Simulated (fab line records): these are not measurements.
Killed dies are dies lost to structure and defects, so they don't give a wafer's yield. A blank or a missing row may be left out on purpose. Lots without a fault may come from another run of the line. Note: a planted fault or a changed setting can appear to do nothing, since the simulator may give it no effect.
fab line records	flow nand_harc
[record] lots = 13	wafers = 39	last_day = 34
route steps=1302 shown P_GATE@204 P_M0@261
lots with no fault: from the same line, run without faults
start_h: the number of hours between the record's first day and the start of the first shown wafer of the lot	wait_h: hours elapsed since this lot's preceding step	" identical to the entry in the row above	L1.1+2: several wafers, shown together as one row	- no value, or no start given	* or withheld: withheld	< > ~ a bound
route shown NAME@n: names a module that has steps shown in the file, with the first one's number in the route	usual: average and standard deviation across the fault-free wafers	same: alike in all rows	chamber/n: place in a boat	sites: the reading at each site	_std_site: how widely they spread, as a standard deviation	_edge_site: outer sites' mean less inner sites'	radius_mm: for every site, how far away it sits from the centre of the wafer	mask NAME#n: copy n	behind: the last tool/chamber to shape the wafer	hold: cause of the lot's hold/its duration in hours/its outcome	device: transistor that didn't switch, given as n, p or np	end of line: the route-end tests of the same wafers	a step with no rows: only its recipe	killed: dies lost to structure and defects at the first sort, not the wafer's yield	map: the dies of a wafer, with x for killed, . for not killed, _ for no die there
set.NAME: the run value of the setting; set.NAME@STEP: its run value at that earlier step	model.NAME: the simulator's own value behind a step, which no gauge read
steps of the route over a sample of lots; a table a step, a row a wafer
services: a tool's chamber out of use, with start hour (start_h, from the record's first day; less than 0 if before it), hours out, and reason
[[steps]]
[step NHARC_P_GATE_STRIP_113]
[recipe] power_w = 1500	temp_c = 110	time_s = 740	chemistry = N2/H2
[usual] drypump_motor_current_A = 5.88/0.12	heater_power_w = 80/11	rf_refl_power_W = 18.6/1.4
lot.wafer	tool	chamber	start_h	wait_h	drypump_motor_current_A	heater_power_w	rf_hours_counter_h	rf_refl_power_W
L833.4	plasma_asher-02	1	106.96	0.5	6.01	94	-	19.6
L833.6	"	0	"	"	5.88	72	-	16.6
L833.5	"	1	"	"	6.03	95	-	18.8
L834.1	plasma_asher-01	0	124.60	0.2	5.95	67	28	19.6
L834.6	"	0	"	"	5.93	64	-	20.0
L834.5	"	1	"	"	5.68	92	-	19.3
L837.1	plasma_asher-01	0	155.90	0.4	5.92	65	34	20.2
L837.3	"	1	"	"	5.66	89	-	18.2
L837.6	"	0	"	"	5.93	65	-	19.9
L845.2	plasma_asher-02	0	234.73	0.3	5.89	72	31	16.6
L845.6	"	1	"	"	6.02	95	-	19.5
L845.5	"	0	"	"	5.85	73	-	16.4
L846.1	plasma_asher-02	1	244.40	0.2	6.00	99	33	18.6
L846.6	"	1	"	"	6.01	97	-	18.6
L846.5	"	0	"	"	5.87	74	-	16.4
L847.3	plasma_asher-01	0	261.59	0.4	5.92	68	-	20.3
L847.5	"	0	"	"	5.92	66	-	20.9
L847.6	"	1	"	"	5.67	83	-	19.0
L848.1	plasma_asher-02	1	261.83	0.2	6.01	89	2	18.6
L848.3	"	1	"	"	6.01	90	-	19.4
L848.5	"	0	"	"	5.86	75	-	16.0
L850.1	plasma_asher-01	1	281.10	0.3	5.69	80	22	18.0
L850.3	"	1	"	"	5.70	82	-	18.4
L850.5	"	0	"	"	5.90	66	-	20.7
L851.2	plasma_asher-02	0	295.46	0.2	5.86	75	8	17.2
L851.3	"	0	"	"	5.87	77	-	16.8
L851.4	"	1	"	"	6.01	88	-	19.3
L852.2	plasma_asher-02	1	308.99	0.3	6.02	88	10	18.5
L852.5	"	0	"	"	5.89	76	-	17.5
L852.6	"	1	"	"	6.03	90	-	18.2
L853.2	plasma_asher-01	1	313.08	0.3	5.69	84	27	18.9
L853.4	"	0	"	"	5.90	67	-	19.5
L853.5	"	1	"	"	5.69	82	-	18.6
L855.1	plasma_asher-01	1	333.52	0.2	5.69	83	32	19.6
L855.2	"	0	"	"	5.92	67	32	20.5
L855.3	"	1	"	"	5.68	82	-	19.0
L856.2	plasma_asher-02	0	337.51	0.2	5.85	74	17	17.8
L856.1	"	1	"	"	6.01	87	17	18.9
L856.3	"	0	"	"	5.85	75	-	16.9
[step NHARC_P_M0_PEB_07]
[recipe] peb_temp_c = 100	peb_time_s = 65
[usual] heater_power_total_W = 156.5/0.42
lot.wafer	tool	chamber	start_h	wait_h	heater_power_total_W
L833.4	litho_track-01	0	114.71	0.0	156.4
L833.5	"	0	"	"	156.1
L833.6	"	0	"	"	156.1
L834.1	litho_track-01	0	133.09	0.1	157.2
L834.5	"	0	"	"	156.7
L834.6	"	0	"	"	156.9
L837.1	litho_track-01	0	164.01	0.1	187.2
L837.3	"	0	"	"	186.5
L837.6	"	0	"	"	157.2
L845.2	litho_track-06	0	243.21	0.1	156.6
L845.5	"	0	"	"	156.3
L845.6	"	0	"	"	156.2
L846.1	litho_track-01	0	252.78	0.1	156.8
L846.5	"	0	"	"	156.6
L846.6	"	0	"	"	156.0
L847.3	litho_track-04	0	269.40	0.0	156.5
L847.5	"	0	"	"	156.1
L847.6	"	0	"	"	155.9
L848.1	litho_track-04	0	270.10	0.1	156.3
L848.3	"	0	"	"	157.0
L848.5	"	0	"	"	156.6
L850.1	litho_track-04	0	289.25	0.1	156.5
L850.3	"	0	"	"	157.0
L850.5	"	0	"	"	156.9
L851.2	litho_track-04	0	303.88	0.1	156.0
L851.3	"	0	"	"	156.8
L851.4	"	0	"	"	156.1
L852.2	litho_track-06	0	317.10	0.1	156.0
L852.5	"	0	"	"	156.6
L852.6	"	0	"	"	156.3
L853.2	litho_track-06	0	321.06	0.1	156.0
L853.4	"	0	"	"	157.1
L853.5	"	0	"	"	155.9
L855.1	litho_track-01	0	341.63	0.1	156.2
L855.2	"	0	"	"	157.1
L855.3	"	0	"	"	156.4
L856.1	litho_track-01	0	345.72	0.1	156.3
L856.2	"	0	"	"	156.4
L856.3	"	0	"	"	156.7
[step NHARC_P_M0_CD_MEAS_09]
[recipe] target_cd_nm = 90	landing_energy_ev = 500
[usual] cd_nm = 89.6/0.62
lot.wafer	tool	chamber	start_h	wait_h	cd_nm
L833.4	cd_sem-02	0	114.79	-	90.0
L833.5	"	0	"	"	89.0
L833.6	"	0	"	"	90.3
L834.1	cd_sem-03	0	133.17	-	90.5
L834.5	"	0	"	"	89.6
L834.6	"	0	"	"	89.9
L837.1	cd_sem-02	0	164.09	-	77.4
L837.3	"	0	"	"	77.3
L837.6	"	0	"	"	88.5
L845.2	cd_sem-03	0	243.29	-	89.5
L845.5	"	0	"	"	89.7
L845.6	"	0	"	"	89.3
L846.1	cd_sem-03	0	252.86	-	90.0
L846.5	"	0	"	"	90.5
L846.6	"	0	"	"	89.8
L847.3	cd_sem-03	0	269.49	-	89.0
L847.5	"	0	"	"	88.4
L847.6	"	0	"	"	89.2
L848.1	cd_sem-03	0	270.18	-	89.5
L848.3	"	0	"	"	88.8
L848.5	"	0	"	"	89.6
L850.1	cd_sem-01	0	289.33	-	89.5
L850.3	"	0	"	"	89.7
L850.5	"	0	"	"	89.2
L851.2	cd_sem-02	0	303.96	-	89.4
L851.3	"	0	"	"	89.2
L851.4	"	0	"	"	89.3
L852.2	cd_sem-01	0	317.18	-	89.1
L852.5	"	0	"	"	89.5
L852.6	"	0	"	"	90.2
L853.2	cd_sem-02	0	321.14	-	90.1
L853.4	"	0	"	"	89.1
L853.5	"	0	"	"	89.8
L855.1	cd_sem-01	0	341.71	-	89.9
L855.2	"	0	"	"	90.4
L855.3	"	0	"	"	89.5
L856.1	cd_sem-01	0	345.80	-	89.0
L856.2	"	0	"	"	90.0
L856.3	"	0	"	"	89.4
[step NHARC_P_M0_DESCUM_14]
[recipe] time_s = 3	o2_flow_sccm = 200	ar_flow_sccm = 0	bias_power_w = 0	chemistry = O2
[usual] drypump_motor_current_A = 5.65/0.19	o2_flow_sccm = 200.0/0.5	oes_product_au = 1.001/0.0076	rf_vpp_V = 57.7/0.85	showerhead_plenum_p_Torr = 1.87/0.081	throttle_valve_pct = 11.312/0.01
lot.wafer	tool	chamber	start_h	wait_h	drypump_motor_current_A	o2_flow_sccm	oes_product_au	rf_hours_counter_h	rf_vpp_V	showerhead_plenum_p_Torr	throttle_valve_pct
L833.4	rie_diel-08	0	114.99	0.1	5.76	199.3	1.006	38	57.8	1.81	11.313
L833.6	"	2	"	"	5.83	200.3	1.008	-	56.8	1.84	11.314
L833.5	"	3	"	"	5.94	200.4	1.003	-	58.3	1.89	11.316
L834.1	rie_diel-01	1	133.37	0.1	6.09	200.4	1.010	30	58.1	1.91	11.310
L834.6	"	3	"	"	5.62	199.3	1.005	-	57.5	1.87	11.304
L834.5	"	0	"	"	5.48	198.8	1.004	-	56.8	1.90	11.320
L837.3	rie_diel-05	1	164.28	0.1	5.44	199.8	1.007	16	58.2	2.00	11.311
L837.1	"	3	"	"	5.64	200.5	1.004	16	57.8	1.82	11.330
L837.6	"	1	"	"	5.44	200.2	1.009	-	57.9	2.00	11.313
L845.2	rie_diel-08	1	243.48	0.1	5.49	200.1	0.996	16	58.1	2.07	11.333
L845.5	"	1	"	"	5.48	199.7	1.002	-	58.9	2.07	11.323
L845.6	"	2	"	"	5.85	200.5	0.997	-	58.3	1.83	11.303
L846.1	rie_diel-05	1	253.04	0.1	5.44	199.5	1.004	1	57.6	2.00	11.305
L846.5	"	1	"	"	5.47	198.8	0.993	-	59.7	1.99	11.317
L846.6	"	2	"	"	5.72	199.9	0.998	-	56.5	1.78	11.332
L847.3	rie_diel-05	1	269.88	0.3	5.44	199.6	1.001	7	56.8	1.99	11.301
L847.6	"	2	"	"	5.73	199.9	0.993	-	57.2	1.78	11.312
L847.5	"	3	"	"	5.66	200.6	0.993	-	59.3	1.81	11.318
L848.1	rie_diel-05	3	270.37	0.1	5.68	200.0	0.994	7	56.9	1.81	11.309
L848.3	"	1	"	"	5.43	200.7	0.993	7	58.4	1.99	11.304
L848.5	"	0	"	"	5.48	199.9	0.992	-	58.6	1.92	11.323
L850.3	rie_diel-05	1	289.53	0.1	5.43	199.5	1.002	12	58.1	1.99	11.295
L850.1	"	2	"	"	5.71	200.4	1.000	13	56.0	1.78	11.311
L850.5	"	0	"	"	5.50	199.5	1.006	-	57.3	1.92	11.311
L851.4	rie_diel-08	3	304.14	0.1	5.90	199.8	1.002	32	57.1	1.87	11.309
L851.3	"	1	"	"	5.49	200.2	1.016	42	57.5	2.06	11.317
L851.2	"	2	"	"	5.85	200.4	0.999	34	57.5	1.82	11.324
L852.2	rie_diel-05	0	317.39	0.1	5.51	200.7	1.006	14	58.1	1.92	11.305
L852.6	"	1	"	"	5.40	200.4	1.021	-	57.7	1.99	11.305
L852.5	"	2	"	"	5.68	200.4	0.997	-	57.0	1.78	11.314
L853.2	rie_diel-05	3	321.33	0.1	5.66	199.7	1.010	16	58.8	1.81	11.317
L853.4	"	2	"	"	5.71	200.0	1.006	18	58.4	1.78	11.320
L853.5	"	3	"	"	5.66	200.6	1.008	-	57.1	1.81	11.308
L855.2	rie_diel-05	3	341.90	0.1	5.66	199.4	1.000	20	58.2	1.81	11.317
L855.3	"	1	"	"	5.44	200.0	1.003	23	58.3	1.99	11.288
L855.1	"	2	"	"	5.72	199.6	1.000	23	57.1	1.77	11.336
L856.1	rie_diel-05	0	345.99	0.1	5.49	200.7	1.015	20	58.5	1.91	11.322
L856.2	"	1	"	"	5.43	199.0	1.006	24	57.8	1.99	11.316
L856.3	"	2	"	"	5.70	200.6	0.999	25	57.6	1.77	11.318
[step NHARC_P_M0_CD_MEAS_16]
[usual] cd_nm = 89.3/0.78
lot.wafer	tool	chamber	start_h	wait_h	cd_nm
L833.4	cd_sem-03	-	115.28	-	88.9
L833.5	"	-	"	"	88.8
L833.6	"	-	"	"	90.0
L834.1	cd_sem-01	-	133.66	-	89.7
L834.5	"	-	"	"	89.0
L834.6	"	-	"	"	90.0
L837.1	cd_sem-02	-	164.58	-	78.0
L837.3	"	-	"	"	77.4
L837.6	"	-	"	"	87.8
L845.2	cd_sem-03	-	243.78	-	88.3
L845.5	"	-	"	"	88.6
L845.6	"	-	"	"	89.1
L846.1	cd_sem-03	-	253.34	-	90.5
L846.5	"	-	"	"	90.8
L846.6	"	-	"	"	90.6
L847.3	cd_sem-01	-	270.22	-	88.5
L847.5	"	-	"	"	87.7
L847.6	"	-	"	"	89.2
L848.1	cd_sem-01	-	270.80	-	88.2
L848.3	"	-	"	"	88.7
L848.5	"	-	"	"	89.9
L850.1	cd_sem-02	-	289.84	-	89.5
L850.3	"	-	"	"	90.1
L850.5	"	-	"	"	88.8
L851.2	cd_sem-03	-	304.44	-	88.3
L851.3	"	-	"	"	89.1
L851.4	"	-	"	"	88.7
L852.2	cd_sem-01	-	317.67	-	88.8
L852.5	"	-	"	"	89.6
L852.6	"	-	"	"	89.6
L853.2	cd_sem-02	-	321.63	-	89.7
L853.4	"	-	"	"	89.6
L853.5	"	-	"	"	89.6
L855.1	cd_sem-03	-	342.20	-	90.1
L855.2	"	-	"	"	89.3
L855.3	"	-	"	"	90.1
L856.1	cd_sem-02	-	346.29	-	90.0
L856.2	"	-	"	"	89.9
L856.3	"	-	"	"	90.3
[step NHARC_P_M0_PRE_CLEAN_31]
[recipe] time_s = 12	temp_c = 370	rf_power_w = 300	gas = NH3
[usual] heater_power_w = 612/77
lot.wafer	tool	chamber	start_h	wait_h	heater_power_w
L833.5	pecvd-01	0	117.55	0.1	733
L833.6	"	1	"	"	614
L833.4	"	2	"	"	602
L834.1	pecvd-02	0	135.93	0.1	671
L834.6	"	1	"	"	596
L834.5	"	2	"	"	605
L837.1	pecvd-02	0	166.84	0.1	680
L837.3	"	1	"	"	590
L837.6	"	1	"	"	566
L845.2	pecvd-02	0	246.01	0.1	629
L845.5	"	0	"	"	613
L845.6	"	2	"	"	613
L846.1	pecvd-04	0	255.60	0.1	711
L846.6	"	2	"	"	601
L846.5	"	0	"	"	690
L847.3	pecvd-02	1	272.63	0.2	651
L847.6	"	1	"	"	650
L847.5	"	2	"	"	576
L848.3	pecvd-01	1	273.06	0.1	535
L848.1	"	0	"	"	665
L848.5	"	1	"	"	542
L850.3	pecvd-04	1	292.09	0.1	423
L850.1	"	2	"	"	576
L850.5	"	2	"	"	573
L851.2	pecvd-04	0	306.68	0.1	669
L851.3	"	1	"	"	452
L851.4	"	2	"	"	615
L852.2	pecvd-02	1	320.62	0.1	606
L852.6	"	1	"	"	610
L852.5	"	2	"	"	562
L853.2	pecvd-02	2	323.87	0.1	643
L853.4	"	2	"	"	614
L853.5	"	1	"	"	624
L855.3	pecvd-04	2	344.55	0.2	627
L855.2	"	0	"	"	707
L855.1	"	1	"	"	454
L856.2	pecvd-01	0	348.71	0.2	610
L856.1	"	2	"	"	662
L856.3	"	0	"	"	615
[[services]]
tool	chamber	start_h	hours	kind
pecvd-01	-	83.63	1.4	repair
pecvd-01	0	87.56	4.7	repair
pecvd-04	-	88.23	13.0	pm
pecvd-02	-	99.31	1.7	repair
plasma_asher-02	-	115.78	0.5	repair
pecvd-01	-	130.00	13.0	pm
plasma_asher-01	-	147.16	1.4	repair
litho_track-01	-	155.00	7.0	pm
plasma_asher-01	-	165.00	9.0	pm
pecvd-04	1	174.83	7.5	repair
litho_track-06	-	179.00	7.0	pm
rie_diel-08	-	193.53	9.0	pm
litho_track-04	-	203.00	7.0	pm
pecvd-02	-	227.06	13.0	pm
rie_diel-05	-	229.60	9.0	pm
rie_diel-08	2	244.04	7.6	repair
plasma_asher-02	-	249.00	9.0	pm
pecvd-01	1	253.20	4.9	repair
pecvd-04	-	269.23	13.0	pm
rie_diel-08	-	284.16	1.4	repair
plasma_asher-02	-	286.24	2.1	repair
pecvd-01	-	311.00	13.0	pm
litho_track-01	-	330.00	7.0	pm
plasma_asher-01	-	342.26	9.0	pm
[[key]]
[first_sign] step = NHARC_P_M0_PEB_07	reading = heater_power_total_W	direction = up	sigmas = 72	usual = *	struck = *
[effect] step = NHARC_P_M0_CD_MEAS_09	reading = cd_nm	direction = down	sigmas = 20	usual = 89.6	struck = 77.4
[effect] step = NHARC_P_M0_CD_MEAS_16	reading = cd_nm	direction = down	sigmas = 15	usual = 89.3	struck = 77.7
met_at NHARC_P_M0_PEB_07
struck_lots L837
struck_wafers L837.1,L837.3
sort_left_out L837.1,L837.3
not_acting_at NHARC_P_GATE_STRIP_113,NHARC_P_M0_DESCUM_14,NHARC_P_M0_PRE_CLEAN_31
onset_between 133.09 164.01
[fault] kind = process_parameter_drift	tool = litho_track-01	chamber = -	onset_h = 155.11	steps = NHARC_P_M0_PEB_07	channel = peb_time_s	offset = *	shape = step	end_h = 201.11	scope = struck_wafers_only	acts_in = *	stated = *
// sort_left_out: the simulated sort isn't trusted on such a fault, so these wafers' sort isn't shown, and their yield isn't known
